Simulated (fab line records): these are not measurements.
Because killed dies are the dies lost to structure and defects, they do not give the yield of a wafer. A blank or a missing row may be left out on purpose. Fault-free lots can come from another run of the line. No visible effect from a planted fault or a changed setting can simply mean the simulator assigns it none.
A struck lot beside a sound one :: flow n5_finfet :: 30 out of 1938 route steps
Sound: the wafers L519.1, L519.2, L519.4. Struck: wafer L532.3. (L532.2, L532.5 of the same lot were not struck and are left out.) The cause comes at the end.
Each step with rows lists, per side, the tool, then ch with its chambers, then its first start. Under that, the readings that differ: sound wafers :: struck wafers :: difference of the means :: sigmas: that difference in standard deviations of wafers without a fault.
alike: readings whose means differ by less than 2 such deviations, and words and numbers that are the same on both sides. not compared: withheld readings, readings that some wafer has no value for, bounds like >300 that may hide the same value, and numbers for which the record gives no deviation and whose values overlap.
A row with sigmas, a row that says differs or no value, or rows on one side alone: a step with any of these is where the two part. Numbers that don't overlap but have no deviation are shown without sigmas and don't part them. A reading that every wafer of one side lacks parts them only if that side has two wafers or more.

first, 4 steps without rows for these wafers: N5_MIM_BOT_LITHO_EXPOSE_05 (exposes mask MIM BOT); N5_MIM_BOT_LITHO_PEB_06; N5_MIM_BOT_LITHO_DEVELOP_07 (develop time 60 s); N5_MIM_BOT_LITHO_HARDBAKE_09 (time 120 s).
N5_MIM_BOT_LITHO_CD_MEAS_08: the cd target is 3000 nm.
  sound on cd_sem-03 ch 0, day 12 13:59; struck on cd_sem-02 ch 0, day 15 20:49
  alike: cd_nm
N5_MIM_BOT_LITHO_OVL_MEAS_11:
  sound on overlay-01 ch 0, day 12 14:01; struck on overlay-02 ch 0, day 15 20:50
  alike: MIM_BOT_OVL
N5_MIM_BOT_LITHO_INSPECT_12: inspects for defects (macro).
  sound on defect_inspect-02, day 12 14:02; struck on defect_inspect-02, day 15 20:52
  alike: raw_defect_count
then, 1 step without rows for these wafers: N5_MIM_BOT_LITHO_DESCUM_10 (chemistry O2, time 7.9 s).
N5_MIM_BOT_ETCH_ETCH_04: etches SiNx in CF4/O2, target depth 26 nm, time 13 s.
  sound on rie_diel-06 ch 0,2,3, day 12 14:08; struck on rie_diel-06 ch 3, day 15 21:03
reading: rf_vpp_V (V)
sound: 237.4 239.5 241.5
struck: 244.0
difference: +4.5
sigmas: +2
  alike: O2_flow_sccm, drypump_motor_current_A, oes_product_au, showerhead_plenum_p_Torr, throttle_valve_pct
  not compared: rf_hours_counter_h
then, 1 step without rows for these wafers: N5_MIM_BOT_ETCH_ETCH_03 (etches the open film in Cl2/BCl3, target depth 12 nm).
N5_MIM_BOT_ETCH_ETCH_00: etches TiN in Cl2/BCl3, target depth 45.5 nm.
  sound on rie_metal-03 ch 0,1, day 12 14:19; struck on rie_metal-01 ch 1, day 15 21:14
  alike: drypump_motor_current_A, oes_product_au, throttle_valve_pct
  not compared: rf_hours_counter_h
N5_MIM_BOT_ETCH_STRIP_01: strips in O2.
  sound on rie_diel-04 ch 0,2,3, day 12 14:37; struck on rie_diel-04 ch 0, day 15 21:22
reading: rf_vpp_V (V)
sound: 3.7 3.9 4.6
struck: 1.3
difference: -2.8
sigmas: -2
  alike: drypump_motor_current_A, oes_product_au, showerhead_plenum_p_Torr, throttle_valve_pct
  not compared: rf_hours_counter_h
N5_MIM_BOT_ETCH_STRIP_02: strips in post etch residue remover, time 1200 s.
  sound on wet_bench-05 ch 3,5,7, day 12 14:41; struck on wet_bench-03 ch 2,3,6, day 15 21:27
then, 2 steps without rows for these wafers: N5_MIM_BOT_ETCH_CLEAN_05 (cleans in IPA, time 180 s); N5_MIM_BOT_ETCH_SRD_06 (time 30 s).
N5_PASSIVATION_PECVD_55: deposits SiO2 from SiH4/N2O, target thk 400 nm, time 22.5 s.
  sound on pecvd-01 ch 0,1,2, day 12 15:10; struck on pecvd-04 ch 1, day 15 21:53
reading: throttle_valve_pct (%)
sound: 54.9 50.7 49.5
struck: 47.3
difference: -4.4
sigmas: -2
  alike: heater_power_w, showerhead_plenum_p_Torr
N5_PASSIVATION_PECVD_01: deposits SiNx from SiH4/NH3/N2, target thk 200 nm, time 43.2 s.
  sound on pecvd-01 ch 0,1,2, day 12 15:11; struck on pecvd-04 ch 1, day 15 21:55
reading: throttle_valve_pct (%)
sound: 30.9 28.3 28.1
struck: 26.9
difference: -2.2
sigmas: -2
  alike: heater_power_w, showerhead_plenum_p_Torr
then, 8 steps without rows for these wafers: N5_PASSIVATION_HMDS_03 (time 60 s); N5_PASSIVATION_COAT_04; N5_PASSIVATION_EBR_06; N5_PASSIVATION_SOFTBAKE_05 (time 90 s); N5_PASSIVATION_EXPOSE_07 (exposes mask TV, defocus 0 nm, target cd 3000 nm); N5_PASSIVATION_PEB_08; N5_PASSIVATION_DEVELOP_09 (develop time 60 s); N5_PASSIVATION_HARDBAKE_11 (time 120 s).
N5_PASSIVATION_CD_MEAS_10: the cd target is 3000 nm.
  sound on cd_sem-03 ch 0, day 12 15:41; struck on cd_sem-02 ch 0, day 15 23:43
  alike: cd_nm
N5_PASSIVATION_OVL_MEAS_60:
  sound on overlay-01 ch 0, day 12 15:43; struck on overlay-01 ch 0, day 15 23:45
  alike: TV_OVL
N5_PASSIVATION_INSPECT_61: inspects for defects (macro).
  sound on defect_inspect-02, day 12 15:44; struck on defect_inspect-01, day 15 23:46
reading: raw_defect_count
sound: 2 1 2
struck: >300
difference: differs
sigmas: 
then, 1 step without rows for these wafers: N5_PASSIVATION_DESCUM_12 (chemistry O2, time 7.9 s).
N5_PASSIVATION_PROBE_49:
  rows exist in the record for the struck wafers here (prober-01, day 16 08:43), but not for the sound ones

## WHERE THEY PART
Earliest at N5_MIM_BOT_ETCH_ETCH_04; latest, in this record, at N5_PASSIVATION_PROBE_49.

WHY: what the simulator had put in
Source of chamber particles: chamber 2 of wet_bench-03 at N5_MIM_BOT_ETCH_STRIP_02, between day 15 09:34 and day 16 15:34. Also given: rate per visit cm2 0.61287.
